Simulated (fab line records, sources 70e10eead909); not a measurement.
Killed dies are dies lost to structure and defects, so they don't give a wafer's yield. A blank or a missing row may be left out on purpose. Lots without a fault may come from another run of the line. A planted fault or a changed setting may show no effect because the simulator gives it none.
A struck lot beside a sound one | flow nand_harc | 20 steps out of a route of 1302
Sound: wafers L783.4, L783.5, L783.6. Struck: wafers L789.3, L789.5, L789.6. The cause comes at the end.
At each step with rows: each side's tool, then ch and its chambers, then its first start. Under that, the readings that differ: sound wafers | struck wafers | difference of the means | sigmas: that difference in standard deviations of wafers without a fault.
alike: readings whose means differ by less than 2 such deviations, and words and numbers that are the same on both sides. not compared: withheld readings, readings that some wafer has no value for, bounds like >300 that may hide the same value, and numbers for which the record gives no deviation and whose values overlap.
The two part at a step that has a row with sigmas, a row that says differs or no value, or rows on one side only. Numbers that don't overlap but have no deviation are shown without sigmas and don't part them. A reading that every wafer of one side lacks parts them only if that side has two wafers or more.

NHARC_P_ZERO_WELL_CD_MEAS_11: target cd 500 nm.
  sound on cd_sem-02 ch 0, day 1 21:16; struck on cd_sem-03 ch 0, day 4 09:16
  alike: cd_nm
then, 1 step without rows for these wafers: NHARC_P_ZERO_WELL_HARDBAKE_12 (time 65 s).
NHARC_P_ZERO_WELL_DESCUM_13: chemistry O2, time 3 s.
  sound on rie_diel-01 ch 0,1,2, day 1 21:26; struck on rie_diel-04 ch 2,3, day 4 09:25
  reading      | sound          | struck         | difference | sigmas
  rf_vpp_V (V) | 57.2 57.5 57.1 | 59.9 59.7 57.4 | +1.7       | +2
  alike: drypump_motor_current_A, oes_product_au, showerhead_plenum_p_Torr, throttle_valve_pct
  not compared: rf_hours_counter_h
NHARC_P_ZERO_WELL_ETCH_65: etches the open film in N2/H2, target depth 80 nm, overetch 24 nm, time 87.88 s.
  sound on rie_diel-01 ch 1,2,3, day 1 21:31; struck on rie_diel-04 ch 1,2, day 4 09:29
  alike: drypump_motor_current_A, oes_product_au, rf_vpp_V, showerhead_plenum_p_Torr, throttle_valve_pct
  not compared: rf_hours_counter_h
NHARC_P_ZERO_WELL_ETCH_62: etches the open film in CHF3/Ar, target depth 13 nm, time 6.5 s.
  sound on rie_diel-01 ch 0,1,3; struck on rie_diel-04 ch 2,3
  alike: drypump_motor_current_A, oes_product_au, rf_vpp_V, showerhead_plenum_p_Torr, throttle_valve_pct
  not compared: rf_hours_counter_h
NHARC_P_ZERO_WELL_ETCH_63: etches the open film in HBr/Cl2, target depth 120 nm, time 40.1 s.
  sound on rie_si-02 ch 0,1, day 1 21:41; struck on rie_si-01 ch 1,2, day 4 09:41
  alike: drypump_motor_current_A, hbr_flow_sccm, oes_product_au, throttle_valve_pct
  not compared: rf_hours_counter_h
then, 6 steps without rows for these wafers: NHARC_P_ZERO_WELL_STRIP_15 (strips in SPM, time 900 s); NHARC_P_ZERO_WELL_DEHYDRATE_16 (time 120 s); NHARC_P_ZERO_WELL_HMDS_17 (time 30 s); NHARC_P_ZERO_WELL_COAT_18; NHARC_P_ZERO_WELL_SOFTBAKE_19 (time 95 s); NHARC_P_ZERO_WELL_EBR_20.
NHARC_P_ZERO_WELL_EXPOSE_21: exposes mask P NWELL, target cd 720 nm.
  sound on krf_scanner-02 ch 0, day 1 22:28; struck on krf_scanner-02 ch 0, day 4 10:26
  reading | sound                         | struck                                 | difference | sigmas
  mask    | P_NWELL#0 P_NWELL#0 P_NWELL#0 | P_NWELL_R1#0 P_NWELL_R1#0 P_NWELL_R1#0 | differs    |
  alike: focus_offset_nm
then, 2 steps without rows for these wafers: NHARC_P_ZERO_WELL_PEB_22 (peb time 85 s); NHARC_P_ZERO_WELL_DEVELOP_23 (time 70 s).
NHARC_P_ZERO_WELL_CD_MEAS_24: target cd 720 nm.
  sound on cd_sem-01 ch 0, day 1 22:36; struck on cd_sem-01 ch 0, day 4 10:36
  alike: cd_nm
then, 1 step without rows for these wafers: NHARC_P_ZERO_WELL_HARDBAKE_25 (time 80 s).
NHARC_P_ZERO_WELL_DESCUM_26: chemistry O2, time 3 s.
  sound on rie_diel-06 ch 0,2,3, day 1 22:47; struck on rie_diel-04 ch 1,2, day 4 10:45
  reading                      | sound         | struck          | difference | sigmas
  model.P_ZERO_WELL.cd_nm (nm) | 717 717 716.2 | 715 715.1 714.3 | -2         |
  alike: drypump_motor_current_A, oes_product_au, rf_vpp_V, showerhead_plenum_p_Torr, throttle_valve_pct
  not compared: rf_hours_counter_h
then, 1 step without rows for these wafers: NHARC_P_ZERO_WELL_IMPLANT_27.
-- the record jumps here: 22 days lie between the struck wafers' starts before and after (it left off in module P_ZERO_WELL and takes up again in module END, whose first step shown is number 1302 of the route) --
NHARC_END_SORT_01:
  sound on prober-02 ch 0, day 24 16:01; struck on prober-02 ch 0, day 26 21:01
  reading         | sound | struck | difference | sigmas
  killed_at_other | 2 4 3 | 0 0 0  | -3         | -3
  alike: killed_at_array, killed_at_periphery, killed_dies, killed_open, killed_short

WHERE THEY PART
First at NHARC_P_ZERO_WELL_DESCUM_13; last, within this record, at NHARC_END_SORT_01.

WHY: what the simulator had put in
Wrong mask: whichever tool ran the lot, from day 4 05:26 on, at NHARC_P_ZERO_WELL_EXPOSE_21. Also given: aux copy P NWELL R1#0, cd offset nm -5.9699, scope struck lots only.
